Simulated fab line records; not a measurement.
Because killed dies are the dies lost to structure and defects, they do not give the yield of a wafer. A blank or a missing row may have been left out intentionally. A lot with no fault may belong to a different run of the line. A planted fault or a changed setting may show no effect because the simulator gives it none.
Matching of chambers -- flow n5Finfet -- 4 sister chambers for N5_SDB_CMP_30 on cmp-01
The step polishes, stops on poly-Si, t overpolish 1.54 s, target thk 30 nm. 14 wafers are shown with their chamber, then 7 later ones without.

== WAFERS, EACH WITH ITS CHAMBER ==
wafer,chamber,motorCurrentA (A),headPressurePsi (psi),slurryFilterDpKPa (kPa)
L076.4,3,11.9,4.154,13.42
L076.5,1,12.2,4.134,13.56
L076.6,2,14.5,4.155,13.44
L081.2,1,12.0,4.152,13.55
L081.4,3,11.6,4.148,13.30
L081.6,1,12.3,4.160,13.47
L091.3,2,15.4,4.172,13.59
L091.4,0,14.3,4.148,13.37
L091.6,0,14.0,4.142,13.63
L093.1,3,11.8,4.149,13.24
L093.4,2,16.1,4.165,13.38
L093.6,3,11.7,4.155,13.48
L094.1,0,14.2,4.154,13.62
L094.2,1,11.6,4.161,13.59

SIGNATURES (means of the wafers above)
reading,chamber 0,chamber 1,chamber 2,chamber 3,scatter within a chamber
motorCurrentA,14.167,12.025,15.333,11.750,0.409
headPressurePsi,4.14800,4.15175,4.16400,4.15150,0.00851
slurryFilterDpKPa,13.5400,13.5425,13.4700,13.3600,0.105
Rule: a wafer lies at a distance from a chamber equal to the root of the sum of squares, over the readings, of (its reading less the chamber's mean, divided by the reading's scatter). If the next closest chamber is less than 2 further off than the closest, the wafer can't be placed; otherwise it belongs to the closest. The scatter: the root of (the sum of the squares of (reading less its chamber's mean) over the shown wafers, divided by (wafers less chambers)).

== WAFERS WITH NO CHAMBER GIVEN ==
wafer,motorCurrentA (A),headPressurePsi (psi),slurryFilterDpKPa (kPa)
L094.3,15.3,4.141,13.53
L096.1,15.6,4.144,13.62
L096.3,13.3,4.145,13.56
L096.5,13.3,4.148,13.63
L097.3,15.5,4.147,13.56
L097.4,13.8,4.151,13.48
L097.6,12.1,4.146,13.69

== CHAMBER TAKEN BY EACH ==
wafer,from the rows above,in truth
L094.3,can't be placed: 2 or 0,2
L096.1,can't be placed: 2 or 0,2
L096.3,can't be placed: 0 or 1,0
L096.5,can't be placed: 0 or 1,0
L097.3,can't be placed: 2 or 0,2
L097.4,0,0
L097.6,can't be placed: 1 or 3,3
Correct placement for 1 of the 7. From these rows, 6 cannot be placed; in 6 the true chamber is one of the candidates. Wrongly placed: 0.
